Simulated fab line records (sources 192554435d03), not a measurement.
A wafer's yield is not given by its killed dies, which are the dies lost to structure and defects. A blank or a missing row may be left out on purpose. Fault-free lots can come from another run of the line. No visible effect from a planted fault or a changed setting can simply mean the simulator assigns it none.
Lot-split experiment -- flow n5_finfet -- 21 wafers read from 7 lots, route of 1938 steps

== THE SPLIT ==
At N5_BEOL_M13_EXPOSE_25 (exposes mask M13, target cd 210 nm), the setting dose_mj was moved away from the recipe's 22 on 7 of the 21 wafers read, by -4.5% to +7.3%. For the rest of the wafers, this setting stayed at what the recipe calls for.

== FROM THE SPLIT TO THE READING: what the file shows between them, 3 steps ==
- N5_BEOL_M13_PEB_26: peb time 90 s
- N5_BEOL_M13_DEVELOP_27: develop time 45 s
- N5_BEOL_M13_HARDBAKE_32: time 120 s

== THE READING ==
Shown in nm: cd_nm at N5_BEOL_M13_CD_MEAS_28, with target cd 209.5 nm. A value of 210.1 nm with a standard deviation of 1.2 nm is what fault-free wafers of this fab line usually give.

wafer,"tool, chamber at the split",dose_mj as run,against the recipe,"cd_nm, nm",against lot-mates on the recipe
L074.2,"krf_scanner-02, 0",21.19,-3.7%,207.1,-4.1
L074.5,"krf_scanner-02, 0",21.19,-3.7%,207.1,-4.1
L074.6,"krf_scanner-02, 0",22,recipe,211.2,-
L076.2,"krf_scanner-02, 0",22,recipe,210.9,-
L076.3,"krf_scanner-02, 0",22,recipe,208.3,-
L076.5,"krf_scanner-02, 0",22,recipe,209.9,-
L078.1,"krf_scanner-02, 0",22,recipe,208.6,-
L078.2,"krf_scanner-02, 0",22,recipe,208.7,-
L078.6,"krf_scanner-02, 0",22,recipe,209.1,-
L085.4,"krf_scanner-02, 0",21.01,-4.5%,204.3,no lot-mate on the recipe
L085.5,"krf_scanner-02, 0",21.01,-4.5%,204.9,no lot-mate on the recipe
L085.6,"krf_scanner-02, 0",21.01,-4.5%,205.5,no lot-mate on the recipe
L089.3,"krf_scanner-01, 0",22,recipe,211.5,-
L089.4,"krf_scanner-01, 0",22,recipe,209.8,-
L089.5,"krf_scanner-01, 0",23.61,+7.3%,217.1,+6.4
L092.3,"krf_scanner-02, 0",22,recipe,209.7,-
L092.4,"krf_scanner-02, 0",22,recipe,209.4,-
L092.6,"krf_scanner-02, 0",22,recipe,210.3,-
L094.1,"krf_scanner-02, 0",23.05,+4.8%,215.2,+5.5
L094.2,"krf_scanner-02, 0",22,recipe,210.4,-
L094.6,"krf_scanner-02, 0",22,recipe,209.0,-

THE FIT
A straight line over all 21 wafers: cd_nm changes by +1.01 nm for each +1% of dose_mj; r = +0.95; the points scatter about the line by 0.93 nm.
The same after taking each lot's own level away (the mean of its wafers on the recipe; 18 wafers): +1 nm for each +1%; r = +0.96; scatter 0.71 nm.
Per that fit: largest dose_mj move, reading shift of 7.4 nm.
Measured against the standard deviation above, the lots' own levels, which go from 208.80 to 211.20 nm, span 2.0 times it.
Consequently the slope shifts little with the lot-to-lot level, the two slopes agreeing.
Check: with one of the wafers moved furthest among these (+7.3%) left out of the fit, the line predicts +8.3 nm for it against its lot-mates. Against them it came out at +6.45 nm.

== THE WHOLE CHAIN: every reading that the file lists as answering this split, in the file's order ==
step,what it does,reading,change (the file's fit),r (the file's)
N5_BEOL_M13_CD_MEAS_28,target cd 209.5 nm,cd_nm,+0.986 nm for each +1% of the setting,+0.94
N5_BEOL_M13_DESCUM_33,"chemistry O2, time 7.9 s","BEOL_M13.cd_nm (the simulator's own value, which no gauge read)",+0.941 nm for each +1% of the setting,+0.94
N5_BEOL_M13_ETCH_67,"etches SiARC in CF4, target depth 143 nm, time 238.3 s","BEOL_M13.cd_nm (the simulator's own value, which no gauge read)",+0.953 nm for each +1% of the setting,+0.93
N5_BEOL_M13_ETCH_68,"etches SOC in N2/H2, time 355 s","BEOL_M13.cd_nm (the simulator's own value, which no gauge read)",+1.05 nm for each +1% of the setting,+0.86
N5_BEOL_M13_ETCH_38,"etches SiCN in CF4/N2, target depth 67.5 nm, time 71.9 s","BEOL_M13.cd_nm (the simulator's own value, which no gauge read)",+1.04 nm for each +1% of the setting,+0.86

== FILE'S OWN FIT ==
cd_nm changes by +0.986 nm for each +1% of dose_mj, r = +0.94.
